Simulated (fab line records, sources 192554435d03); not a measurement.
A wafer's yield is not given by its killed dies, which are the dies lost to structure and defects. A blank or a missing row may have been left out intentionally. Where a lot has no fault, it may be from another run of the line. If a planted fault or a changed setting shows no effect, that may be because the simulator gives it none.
Matching of chambers :: flow n5Finfet :: pecvd-04 running N5_FIN_SAQP_HM_DEP_03: 3 sister chambers
The step deposits SiNx from SiH4/NH3/N2, target thk 38 nm, time 33.6 s. 14 wafers are shown with their chamber, then 7 later ones without.

## EACH WAFER AND ITS CHAMBER
wafer: L079.2
chamber: 1
showerheadPlenumPTorr (Torr): 5.15
throttleValvePct (%): 40.5
heaterPowerW (W): 724

wafer: L079.3
chamber: 0
showerheadPlenumPTorr (Torr): 5.11
throttleValvePct (%): 41.7
heaterPowerW (W): 738

wafer: L079.6
chamber: 0
showerheadPlenumPTorr (Torr): 5.12
throttleValvePct (%): 41.8
heaterPowerW (W): 737

wafer: L080.2
chamber: 1
showerheadPlenumPTorr (Torr): 5.15
throttleValvePct (%): 40.6
heaterPowerW (W): 805

wafer: L080.3
chamber: 0
showerheadPlenumPTorr (Torr): 5.11
throttleValvePct (%): 41.5
heaterPowerW (W): 837

wafer: L080.6
chamber: 2
showerheadPlenumPTorr (Torr): 5.31
throttleValvePct (%): 43.3
heaterPowerW (W): 870

wafer: L081.2
chamber: 2
showerheadPlenumPTorr (Torr): 5.30
throttleValvePct (%): 43.2
heaterPowerW (W): 885

wafer: L081.5
chamber: 2
showerheadPlenumPTorr (Torr): 5.31
throttleValvePct (%): 43.1
heaterPowerW (W): 867

wafer: L081.6
chamber: 0
showerheadPlenumPTorr (Torr): 5.13
throttleValvePct (%): 41.6
heaterPowerW (W): 820

wafer: L088.1
chamber: 0
showerheadPlenumPTorr (Torr): 5.12
throttleValvePct (%): 41.6
heaterPowerW (W): 731

wafer: L088.5
chamber: 0
showerheadPlenumPTorr (Torr): 5.11
throttleValvePct (%): 41.9
heaterPowerW (W): 724

wafer: L088.6
chamber: 2
showerheadPlenumPTorr (Torr): 5.30
throttleValvePct (%): 43.1
heaterPowerW (W): 785

wafer: L089.3
chamber: 1
showerheadPlenumPTorr (Torr): 5.14
throttleValvePct (%): 40.6
heaterPowerW (W): 812

wafer: L089.4
chamber: 0
showerheadPlenumPTorr (Torr): 5.11
throttleValvePct (%): 41.9
heaterPowerW (W): 857

SIGNATURES, as means of the wafers listed above
reading: showerheadPlenumPTorr
chamber 0: 5.1157
chamber 1: 5.1467
chamber 2: 5.3050
scatter within a chamber: 0.00699

reading: throttleValvePct
chamber 0: 41.714
chamber 1: 40.567
chamber 2: 43.175
scatter within a chamber: 0.129

reading: heaterPowerW
chamber 0: 777.71
chamber 1: 780.33
chamber 2: 851.75
scatter within a chamber: 52.9
Rule: for each reading, subtract the chamber's mean from the wafer's reading, divide by that reading's scatter and square the result; add these up over the readings and take the root, which gives the wafer's distance from the chamber. If the next closest chamber is less than 2 further off than the closest, the wafer can't be placed; otherwise it belongs to the closest. The scatter: the root of (the sum of the squares of (reading less its chamber's mean) over the shown wafers, divided by (wafers less chambers)).

## WAFERS WHOSE CHAMBER IS MISSING
wafer: L089.6
showerheadPlenumPTorr (Torr): 5.15
throttleValvePct (%): 40.9
heaterPowerW (W): 782

wafer: L095.4
showerheadPlenumPTorr (Torr): 5.11
throttleValvePct (%): 42.0
heaterPowerW (W): 849

wafer: L095.5
showerheadPlenumPTorr (Torr): 5.11
throttleValvePct (%): 42.1
heaterPowerW (W): 858

wafer: L095.6
showerheadPlenumPTorr (Torr): 5.15
throttleValvePct (%): 40.5
heaterPowerW (W): 834

wafer: L096.4
showerheadPlenumPTorr (Torr): 5.12
throttleValvePct (%): 42.4
heaterPowerW (W): 793

wafer: L096.5
showerheadPlenumPTorr (Torr): 5.11
throttleValvePct (%): 42.3
heaterPowerW (W): 788

wafer: L096.6
showerheadPlenumPTorr (Torr): 5.17
throttleValvePct (%): 40.6
heaterPowerW (W): 764

## CHAMBER TAKEN BY EACH
wafer: L089.6
from the rows above: 1
in truth: 1

wafer: L095.4
from the rows above: 0
in truth: 0

wafer: L095.5
from the rows above: 0
in truth: 0

wafer: L095.6
from the rows above: 1
in truth: 1

wafer: L096.4
from the rows above: 0
in truth: 0

wafer: L096.5
from the rows above: 0
in truth: 0

wafer: L096.6
from the rows above: 1
in truth: 1
Correctly placed: 7 of 7. Number that these rows cannot place: 0. Wrongly placed: 0.
